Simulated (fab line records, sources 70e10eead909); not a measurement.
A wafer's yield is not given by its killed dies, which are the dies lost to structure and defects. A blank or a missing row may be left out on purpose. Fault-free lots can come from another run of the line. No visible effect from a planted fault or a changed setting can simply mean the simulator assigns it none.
Which of the tools did it? | flow nand-harc | 12 lots, 34 wafers sampled, at 5 steps of a route of 1302

WHAT EACH GAUGE READ, for each wafer
NHARC_END_SORT_01. Usual: killed-at-array 49, standard deviation 19; killed-at-other 0.9, standard deviation 1.1; killed-at-periphery 4.0, standard deviation 2.7; killed-dies 54, standard deviation 19; killed-open 3.3, standard deviation 1.8; killed-short 2.6, standard deviation 1.6.
lot  | measured     | on        | killed-at-array | killed-at-other | killed-at-periphery | killed-dies | killed-open | killed-short | flag
L796 | day 32 04:59 | prober-01 | 152 183         | 0 1             | 8 7                 | 160 191     | 5 3         | 0 5          | OFF

WHAT TOOL EACH LOT RAN ON (gives the tool, then ch and the chambers of the sampled wafers, and finally the start)
lot  | NHARC_A_STAIRCASE_ETCH_201                    | NHARC_A_STAIRCASE_DESCUM_219       | NHARC_A_STAIRCASE_TRIM_220         | NHARC_A_STAIRCASE_ETCH_230
L779 | rie-diel-13 ch 0,1,2, day 15 23:25 or earlier | rie-diel-05 ch 2,3, day 15 23:25   | rie-diel-05 ch 2,3, day 16 00:03   | rie-diel-05 ch 1,2, no start
L778 | rie-diel-05 ch 2,3, day 16 04:02 or earlier   | rie-diel-13 ch 0,2,3, day 16 04:02 | rie-diel-13 ch 0,2,3, day 16 04:08 | rie-diel-13 ch 1,2, no start
L780 | rie-diel-08 ch 1,2,3, day 17 00:04 or earlier | rie-diel-08 ch 0,1, day 17 00:04   | rie-diel-08 ch 1,3, day 17 00:10   | rie-diel-08 ch 0,1, no start
L783 | rie-diel-08 ch 1,2,3, day 18 05:23 or earlier | rie-diel-13 ch 1,2, day 18 05:23   | rie-diel-13 ch 1,3, day 18 05:29   | rie-diel-08 ch 0,2, no start
L785 | rie-diel-08 ch 0,1,3, day 18 05:56 or earlier | rie-diel-13 ch 1,2,3, day 18 05:56 | rie-diel-13 ch 0,2,3, day 18 06:04 | rie-diel-13 ch 0,1,3, no start
L784 | rie-diel-13 ch 1,2,3, day 18 06:09 or earlier | rie-diel-13 ch 0,1,2, day 18 06:09 | rie-diel-13 ch 1,2,3, day 18 06:16 | rie-diel-08 ch 0,2,3, no start
L786 | rie-diel-08 ch 0,2,3, day 19 06:07 or earlier | rie-diel-05 ch 1,2,3, day 19 06:07 | rie-diel-05 ch 0,3, day 19 06:12   | rie-diel-05 ch 2,3, no start
L787 | rie-diel-08 ch 0,1, day 19 11:07 or earlier   | rie-diel-08 ch 1,2,3, day 19 11:07 | rie-diel-08 ch 0,2,3, day 19 11:11 | rie-diel-13 ch 1,2,3, no start
L789 | rie-diel-08 ch 1,3, day 20 18:58 or earlier   | rie-diel-13 ch 0,1, day 20 18:58   | rie-diel-13 ch 0,1,2, day 20 19:04 | rie-diel-05 ch 1,2,3, no start
L790 | rie-diel-08 ch 0,1, day 21 03:57 or earlier   | rie-diel-13 ch 0,2,3, day 21 03:57 | rie-diel-13 ch 1,3, day 21 04:02   | rie-diel-08 ch 1,3, no start
L795 | rie-diel-13 ch 2, day 23 04:05 or earlier     | rie-diel-13 ch 2,3, day 23 04:05   | rie-diel-13 ch 1,2, day 23 04:11   | rie-diel-05 ch 0,1, no start
L796 | rie-diel-13 ch 1,2, day 24 01:12 or earlier   | rie-diel-13 ch 2,3, day 24 01:12   | rie-diel-13 ch 1, day 24 01:17     | rie-diel-05 ch 1,2, day 32 04:59 or earlier
- NHARC_A_STAIRCASE_ETCH_201: etches the open film in C4F8/O2, target depth 100 nm, time 40.5 s.
- NHARC_A_STAIRCASE_DESCUM_219: chemistry O2, time 3 s.
- NHARC_A_STAIRCASE_TRIM_220: chemistry O2, time 211.2 s.
- NHARC_A_STAIRCASE_ETCH_230: etches the open film in C4F8/O2, target depth 100 nm, time 40.5 s.

WHAT THE TOOLS THEMSELVES READ (means of the sampled wafers that have a number; where no wafer has one, the mark that the record gives instead)
NHARC_A_STAIRCASE_ETCH_201. Usual: chamber-pressure-mTorr 25.001 mTorr, standard deviation 0.022; oes-product-au 0.945 a.u., standard deviation 0.011; rf-fwd-power-W 590.2 W, standard deviation 2.9; rf-vpp-V 898 V, standard deviation 7.1.
lot  | tool        | chamber-pressure-mTorr (mTorr) | oes-product-au (a.u.) | rf-fwd-power-W (W) | rf-vpp-V (V) | flag
L779 | rie-diel-13 | 24.991                         | 0.933                 | 590.7              | 899          |
L778 | rie-diel-05 | 25.011                         | 0.944                 | 590.0              | 894          |
L780 | rie-diel-08 | 24.985                         | 0.949                 | 589.5              | 903          |
L783 | rie-diel-08 | 25.020                         | 0.940                 | 589.8              | 903          |
L785 | rie-diel-08 | 25.016                         | 0.946                 | 591.2              | 898          |
L784 | rie-diel-13 | 24.998                         | 0.945                 | 591.0              | 898          |
L786 | rie-diel-08 | 25.008                         | 0.936                 | 589.9              | 899          |
L787 | rie-diel-08 | 24.989                         | 0.949                 | 590.2              | 897          |
L789 | rie-diel-08 | 25.016                         | 0.951                 | 588.0              | 899          |
L790 | rie-diel-08 | 25.016                         | 0.941                 | 591.6              | 896          |
L795 | rie-diel-13 | 24.980                         | 0.948                 | 591.5              | 905          |
L796 | rie-diel-13 | 24.996                         | 0.949                 | 588.5              | 904          |

NHARC_A_STAIRCASE_DESCUM_219. Usual: chamber-pressure-mTorr 60.00 mTorr, standard deviation 0.056; drypump-motor-current-A 5.9 A, standard deviation 0.35; oes-product-au 1.002 a.u., standard deviation 0.012; rf-vpp-V 57.9 V, standard deviation 1; showerhead-plenum-p-Torr 1.93 Torr, standard deviation 0.12; throttle-valve-pct 11.311 %, standard deviation 0.0085.
lot  | tool        | chamber-pressure-mTorr (mTorr) | drypump-motor-current-A (A) | oes-product-au (a.u.) | rf-vpp-V (V) | showerhead-plenum-p-Torr (Torr) | throttle-valve-pct (%) | flag
L779 | rie-diel-05 | 59.98                          | 5.9                         | 1.012                 | 57.2         | 1.88                            | 11.307                 |
L778 | rie-diel-13 | 59.99                          | 5.7                         | 0.995                 | 58.4         | 1.89                            | 11.309                 |
L780 | rie-diel-08 | 60.06                          | 6.2                         | 1.005                 | 59.0         | 2.00                            | 11.317                 |
L783 | rie-diel-13 | 59.99                          | 6.3                         | 1.016                 | 58.2         | 2.04                            | 11.314                 |
L785 | rie-diel-13 | 59.98                          | 6.1                         | 1.001                 | 56.8         | 1.96                            | 11.315                 |
L784 | rie-diel-13 | 59.98                          | 6.0                         | 1.012                 | 57.5         | 1.96                            | 11.311                 |
L786 | rie-diel-05 | 60.02                          | 6.0                         | 0.994                 | 58.1         | 1.93                            | 11.314                 |
L787 | rie-diel-08 | 60.04                          | 5.8                         | 1.006                 | 58.3         | 2.01                            | 11.312                 |
L789 | rie-diel-13 | 60.01                          | 5.9                         | 1.000                 | 58.1         | 1.88                            | 11.309                 |
L790 | rie-diel-13 | 59.98                          | 5.8                         | 1.002                 | 57.9         | 1.87                            | 11.317                 |
L795 | rie-diel-13 | 59.93                          | 5.8                         | 1.000                 | 58.5         | 1.91                            | 11.306                 |
L796 | rie-diel-13 | 60.00                          | 5.8                         | 0.999                 | 58.6         | 1.91                            | 11.306                 |

NHARC_A_STAIRCASE_TRIM_220. Usual: chamber-pressure-mTorr 60.00 mTorr, standard deviation 0.057; drypump-motor-current-A 5.9 A, standard deviation 0.38; oes-product-au 1.002 a.u., standard deviation 0.0098; rf-vpp-V 57.9 V, standard deviation 0.93; showerhead-plenum-p-Torr 3.56 Torr, standard deviation 0.2; throttle-valve-pct 17.036 %, standard deviation 0.0084.
lot  | tool        | chamber-pressure-mTorr (mTorr) | drypump-motor-current-A (A) | oes-product-au (a.u.) | rf-vpp-V (V) | showerhead-plenum-p-Torr (Torr) | throttle-valve-pct (%) | flag
L779 | rie-diel-05 | 59.99                          | 5.9                         | 1.006                 | 57.6         | 3.48                            | 17.039                 |
L778 | rie-diel-13 | 60.02                          | 5.7                         | 0.999                 | 58.5         | 3.48                            | 17.035                 |
L780 | rie-diel-08 | 59.98                          | 5.6                         | 1.004                 | 58.2         | 3.62                            | 17.040                 |
L783 | rie-diel-13 | 60.00                          | 6.1                         | 1.007                 | 57.5         | 3.45                            | 17.029                 |
L785 | rie-diel-13 | 59.96                          | 5.8                         | 0.999                 | 58.2         | 3.47                            | 17.035                 |
L784 | rie-diel-13 | 59.96                          | 6.1                         | 1.009                 | 59.3         | 3.60                            | 17.034                 |
L786 | rie-diel-05 | 60.01                          | 5.8                         | 1.010                 | 58.0         | 3.70                            | 17.035                 |
L787 | rie-diel-08 | 59.98                          | 5.7                         | 1.003                 | 58.2         | 3.60                            | 17.037                 |
L789 | rie-diel-13 | 59.97                          | 6.0                         | 1.006                 | 58.4         | 3.60                            | 17.045                 |
L790 | rie-diel-13 | 60.07                          | 6.4                         | 1.014                 | 57.8         | 3.58                            | 17.042                 |
L795 | rie-diel-13 | 60.02                          | 6.2                         | 0.923                 | 58.0         | 3.73                            | 17.034                 | OFF
L796 | rie-diel-13 | 60.04                          | 6.6                         | 0.839                 | 57.1         | 3.71                            | 17.032                 | OFF

NHARC_A_STAIRCASE_ETCH_230. Usual: chamber-pressure-mTorr 25.000 mTorr, standard deviation 0.022; oes-product-au 0.950 a.u., standard deviation 0.018; rf-fwd-power-W 590.6 W, standard deviation 2.8; rf-vpp-V 897 V, standard deviation 7.1.
lot  | tool        | chamber-pressure-mTorr (mTorr) | oes-product-au (a.u.) | rf-fwd-power-W (W) | rf-vpp-V (V) | flag
L779 | rie-diel-05 | 25.002                         | 0.940                 | 592.6              | 901          |
L778 | rie-diel-13 | 24.994                         | 0.959                 | 589.7              | 905          |
L780 | rie-diel-08 | 25.020                         | 0.960                 | 590.4              | 901          |
L783 | rie-diel-08 | 25.017                         | 0.968                 | 589.6              | 898          |
L785 | rie-diel-13 | 24.994                         | 0.950                 | 592.1              | 893          |
L784 | rie-diel-08 | 25.000                         | 0.951                 | 588.1              | 899          |
L786 | rie-diel-05 | 24.997                         | 0.944                 | 590.1              | 894          |
L787 | rie-diel-13 | 24.988                         | 0.966                 | 588.6              | 899          |
L789 | rie-diel-05 | 25.005                         | 0.938                 | 591.2              | 897          |
L790 | rie-diel-08 | 25.005                         | 0.966                 | 585.6              | 899          |
L795 | rie-diel-05 | 25.002                         | 0.977                 | 590.8              | 905          |
L796 | rie-diel-05 | 25.001                         | 0.970                 | 592.9              | 898          |

THE ANSWER, worked out from the rows above alone
Rule: a lot counts as off when the mean over its wafers that have a number is more than 3 standard deviations away from the usual mean. Also off: a lot with no number at a reading for which 4 or more lots have one. The other lots that the step has rows for count as sound. Order of review: gauges by route order, followed by the tools' own readings, for which a lot's mean as printed above is used. At the first step where some lot is off, the reading lying furthest off is the one used; lots without a number count as furthest.
Off: L796, at NHARC_END_SORT_01 (killed-dies). Neither off nor sound, because the step has no rows for them: L779, L778, L780, L783, L785, L784, L786, L787, L789, L790, L795.
If a tool, at a process step before that reading, ran all the lots that are off and no sound lot after the first of them, it fits. Not tried: the gauges at NHARC_END_SORT_01; whatever is off there is also off at NHARC_A_STAIRCASE_TRIM_220, on other tools, and gauge error can't account for it. NHARC_A_STAIRCASE_ETCH_201 gives no start for some lots, so the hours and the order of its lots are those of NHARC_A_STAIRCASE_DESCUM_219. NHARC_A_STAIRCASE_ETCH_230 gives no start for some lots, so the hours and the order of its lots are those of NHARC_END_SORT_01. Can't be told from this: 2 tools fit, rie-diel-13 at NHARC_A_STAIRCASE_ETCH_201 and NHARC_A_STAIRCASE_DESCUM_219 and NHARC_A_STAIRCASE_TRIM_220, rie-diel-05 at NHARC_A_STAIRCASE_ETCH_230.

WHAT HAD BEEN PUT IN BY THE SIMULATOR
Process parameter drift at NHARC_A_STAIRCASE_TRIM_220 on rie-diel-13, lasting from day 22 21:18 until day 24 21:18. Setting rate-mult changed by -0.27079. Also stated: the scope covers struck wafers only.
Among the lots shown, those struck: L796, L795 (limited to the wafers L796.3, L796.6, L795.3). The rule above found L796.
